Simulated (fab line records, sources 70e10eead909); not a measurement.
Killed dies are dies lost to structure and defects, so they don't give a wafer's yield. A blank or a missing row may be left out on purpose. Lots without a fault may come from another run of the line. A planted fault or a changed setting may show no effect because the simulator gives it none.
Which tool did it? | flow nand_harc | 14 lots, 42 wafers sampled, at 4 steps of a route of 1302

WHAT THE GAUGES READ, wafer by wafer
The record holds no reading of a measuring or inspecting step that can be judged against a usual standard deviation.

WHICH TOOL RAN EACH LOT (tool, then ch and the chambers of the sampled wafers, then the start)
lot  | NHARC_A_M1_PVD_20                       | NHARC_A_BONDPAD_ETCH_34            | NHARC_A_BONDPAD_STRIP_15           | NHARC_A_BONDPAD_DEGAS_25
L282 | pvd_sputter-03, day 23 00:42 or earlier | rie_diel-02 ch 0,1, day 23 00:42   | rie_diel-12 ch 2,3, day 23 01:02   | pvd_sputter-01, day 23 01:40
L281 | pvd_sputter-01, day 23 01:46 or earlier | rie_diel-12 ch 2,3, day 23 01:46   | rie_diel-12 ch 1,2,3, day 23 02:07 | pvd_sputter-01, day 23 02:44
L280 | pvd_sputter-03, day 23 14:10 or earlier | rie_diel-12 ch 0,1,2, day 23 14:10 | rie_diel-02 ch 0,2,3, day 23 14:28 | pvd_sputter-02, day 23 15:01
L283 | pvd_sputter-01, day 24 19:20 or earlier | rie_diel-12 ch 2,3, day 24 19:20   | rie_diel-12 ch 0,1, day 24 19:39   | pvd_sputter-03, day 24 20:11
L286 | pvd_sputter-02, day 24 22:11 or earlier | rie_diel-12 ch 0,2,3, day 24 22:11 | rie_diel-12 ch 0,1,2, day 24 22:29 | pvd_sputter-02, day 24 23:01
L288 | pvd_sputter-03, day 26 22:23 or earlier | rie_diel-13 ch 1,2,3, day 26 22:23 | rie_diel-13 ch 0,1,2, day 26 22:43 | pvd_sputter-01, day 26 23:14
L289 | pvd_sputter-02, day 26 23:04 or earlier | rie_diel-02 ch 0,1, day 26 23:04   | rie_diel-02 ch 1,3, day 26 23:22   | pvd_sputter-03, day 26 23:56
L291 | pvd_sputter-02, day 27 16:31 or earlier | rie_diel-02 ch 0,1,3, day 27 16:31 | rie_diel-02 ch 0,1,3, day 27 16:51 | pvd_sputter-03, day 27 17:22
L293 | pvd_sputter-02, day 28 14:50 or earlier | rie_diel-02 ch 0,1, day 28 14:50   | rie_diel-12 ch 1,2, day 28 15:08   | pvd_sputter-02, day 28 15:46
L297 | pvd_sputter-02, day 29 05:45 or earlier | rie_diel-13 ch 0,1,3, day 29 05:45 | rie_diel-02 ch 0,2,3, day 29 06:04 | pvd_sputter-01, day 29 06:36
L296 | pvd_sputter-03, day 29 10:56 or earlier | rie_diel-13 ch 1,2,3, day 29 10:56 | rie_diel-12 ch 1,2,3, day 29 11:14 | pvd_sputter-03, day 29 11:47
L298 | pvd_sputter-01, day 30 12:14 or earlier | rie_diel-12 ch 0,1,3, day 30 12:14 | rie_diel-02 ch 0,1,3, day 30 12:34 | pvd_sputter-01, day 30 13:06
L299 | pvd_sputter-01, day 30 12:56 or earlier | rie_diel-12 ch 1,3, day 30 12:56   | rie_diel-12 ch 1,3, day 30 13:16   | pvd_sputter-01, day 30 13:52
L302 | pvd_sputter-01, day 31 18:26 or earlier | rie_diel-12 ch 0,2,3, day 31 18:26 | rie_diel-02 ch 1,2, day 31 18:44   | pvd_sputter-02, day 31 19:16
- NHARC_A_M1_PVD_20: deposits TaN, target thk 5 nm, time 8.06 s.
- NHARC_A_BONDPAD_ETCH_34: etches the open film in N2/H2, target depth 60 nm, overetch 18 nm, time 65.91 s.
- NHARC_A_BONDPAD_STRIP_15: strips in O2.
- NHARC_A_BONDPAD_DEGAS_25: time 60 s.

WHAT THE TOOLS THEMSELVES READ (means of the sampled wafers that have a number; where no wafer has one, the mark that the record gives instead)
NHARC_A_M1_PVD_20.
lot  | tool           | throttle_valve_pct (%)
L282 | pvd_sputter-03 | 30.6
L281 | pvd_sputter-01 | 30.9
L280 | pvd_sputter-03 | 30.3
L283 | pvd_sputter-01 | 32.2
L286 | pvd_sputter-02 | 29.8
L288 | pvd_sputter-03 | 31.0
L289 | pvd_sputter-02 | 30.3
L291 | pvd_sputter-02 | 30.0
L293 | pvd_sputter-02 | 28.6
L297 | pvd_sputter-02 | 29.0
L296 | pvd_sputter-03 | 30.3
L298 | pvd_sputter-01 | 30.3
L299 | pvd_sputter-01 | 30.1
L302 | pvd_sputter-01 | 30.8

NHARC_A_BONDPAD_ETCH_34.
lot  | tool        | bias_w (W) | drypump_motor_current_A (A) | oes_product_au (a.u.) | rf_vpp_V (V) | showerhead_plenum_p_Torr (Torr) | throttle_valve_pct (%)
L282 | rie_diel-02 | 149.7      | 6.13                        | 0.997                 | 435          | 2.21                            | 14.169
L281 | rie_diel-12 | 150.4      | 5.86                        | 1.004                 | 430          | 2.03                            | 14.175
L280 | rie_diel-12 | 150.1      | 5.97                        | 0.998                 | 433          | 2.08                            | 14.166
L283 | rie_diel-12 | 150.2      | 5.80                        | 0.994                 | 431          | 2.10                            | 14.169
L286 | rie_diel-12 | 150.1      | 5.88                        | 0.999                 | 430          | 2.02                            | 14.179
L288 | rie_diel-13 | 150.2      | 6.26                        | 1.000                 | 432          | 2.06                            | 14.175
L289 | rie_diel-02 | 149.8      | 6.16                        | 1.007                 | 435          | 2.20                            | 14.166
L291 | rie_diel-02 | 149.7      | 5.95                        | 0.878                 | 432          | 2.09                            | 14.179
L293 | rie_diel-02 | 150.2      | 6.08                        | 0.948                 | 435          | 2.19                            | 14.171
L297 | rie_diel-13 | 150.4      | 6.31                        | 1.010                 | 428          | 1.96                            | 14.161
L296 | rie_diel-13 | 149.9      | 6.23                        | 0.999                 | 431          | 2.06                            | 14.165
L298 | rie_diel-12 | 149.5      | 6.02                        | 0.997                 | 430          | 2.01                            | 14.178
L299 | rie_diel-12 | 149.5      | 6.01                        | 1.001                 | 431          | 2.02                            | 14.170
L302 | rie_diel-12 | 149.9      | 5.89                        | 1.002                 | 431          | 2.02                            | 14.170

NHARC_A_BONDPAD_STRIP_15.
lot  | tool        | drypump_motor_current_A (A) | oes_product_au (a.u.) | rf_vpp_V (V) | showerhead_plenum_p_Torr (Torr) | throttle_valve_pct (%)
L282 | rie_diel-12 | 5.86                        | 0.996                 | 58.3         | 3.52                            | 17.034
L281 | rie_diel-12 | 5.95                        | 1.006                 | 58.9         | 3.60                            | 17.040
L280 | rie_diel-02 | 6.07                        | 1.005                 | 58.6         | 3.58                            | 17.042
L283 | rie_diel-12 | 6.06                        | 0.989                 | 57.5         | 3.47                            | 17.037
L286 | rie_diel-12 | 5.99                        | 1.000                 | 57.3         | 3.59                            | 17.031
L288 | rie_diel-13 | 6.37                        | 0.994                 | 57.9         | 3.57                            | 17.037
L289 | rie_diel-02 | 5.90                        | 1.006                 | 58.0         | 3.61                            | 17.037
L291 | rie_diel-02 | 5.95                        | 1.004                 | 58.0         | 3.61                            | 17.045
L293 | rie_diel-12 | 6.06                        | 1.000                 | 58.3         | 3.68                            | 17.042
L297 | rie_diel-02 | 6.09                        | 1.002                 | 57.3         | 3.57                            | 17.028
L296 | rie_diel-12 | 5.96                        | 0.987                 | 57.8         | 3.60                            | 17.031
L298 | rie_diel-02 | 5.97                        | 1.008                 | 57.7         | 3.60                            | 17.036
L299 | rie_diel-12 | 6.01                        | 0.998                 | 58.0         | 3.50                            | 17.030
L302 | rie_diel-02 | 6.14                        | 1.001                 | 57.4         | 3.72                            | 17.032

NHARC_A_BONDPAD_DEGAS_25.
lot  | tool           | heater_power_w (W)
L282 | pvd_sputter-01 | 450
L281 | pvd_sputter-01 | 445
L280 | pvd_sputter-02 | 455
L283 | pvd_sputter-03 | 452
L286 | pvd_sputter-02 | 440
L288 | pvd_sputter-01 | 502
L289 | pvd_sputter-03 | 451
L291 | pvd_sputter-03 | 437
L293 | pvd_sputter-02 | 400
L297 | pvd_sputter-01 | 464
L296 | pvd_sputter-03 | 448
L298 | pvd_sputter-01 | 456
L299 | pvd_sputter-01 | 453
L302 | pvd_sputter-02 | 421

THE ANSWER, worked out from the rows above alone
Rule: what is usual is taken from the lots themselves. Put in order of their means at a reading, lots are off if they are a third of the lots or fewer, leave a main group of 4 or more, and stand apart from it by a gap of 3 or more times the standard deviation of the main group's means; of several such gaps the widest counts. A main group whose means are all the same, to the digits that the tables above print for the reading, isn't used. A lot without any number at a reading at which 4 lots or more have one is off too. The other lots that the step has rows for count as sound. The gauges are gone through in route order, then the tools' own readings, and for those a lot's mean is taken as printed above. The first step at which some lot is off is used, and at that step the reading that is off furthest; a lot without a number counts as furthest.
Off: L291, L293, at NHARC_A_BONDPAD_ETCH_34 (oes_product_au). The main group: mean 1.001 a.u., standard deviation 0.0043.
A tool fits if, at that step or a process step before it, it ran every lot that is off, and no sound lot after the first of them. NHARC_A_M1_PVD_20 gives no start for some lots, so the hours and the order of its lots are those of NHARC_A_BONDPAD_ETCH_34. One fits: rie_diel-02 at NHARC_A_BONDPAD_ETCH_34. Its last sound lot is L289 (day 26 23:04), its first lot that is off L291 (day 27 16:31): a fault that began between those two fits.
The tool's own readings at NHARC_A_BONDPAD_ETCH_34 bear it out: on the lots that are off they differ by more than 5 times the standard deviation of the sound lots' means. oes_product_au reads 0.913 a.u. there against 1.001 a.u. on the sound lots.

WHAT THE SIMULATOR HAD PUT IN
Process parameter drift: rie_diel-02, from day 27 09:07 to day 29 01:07, at NHARC_A_BONDPAD_ETCH_34. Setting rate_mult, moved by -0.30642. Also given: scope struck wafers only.
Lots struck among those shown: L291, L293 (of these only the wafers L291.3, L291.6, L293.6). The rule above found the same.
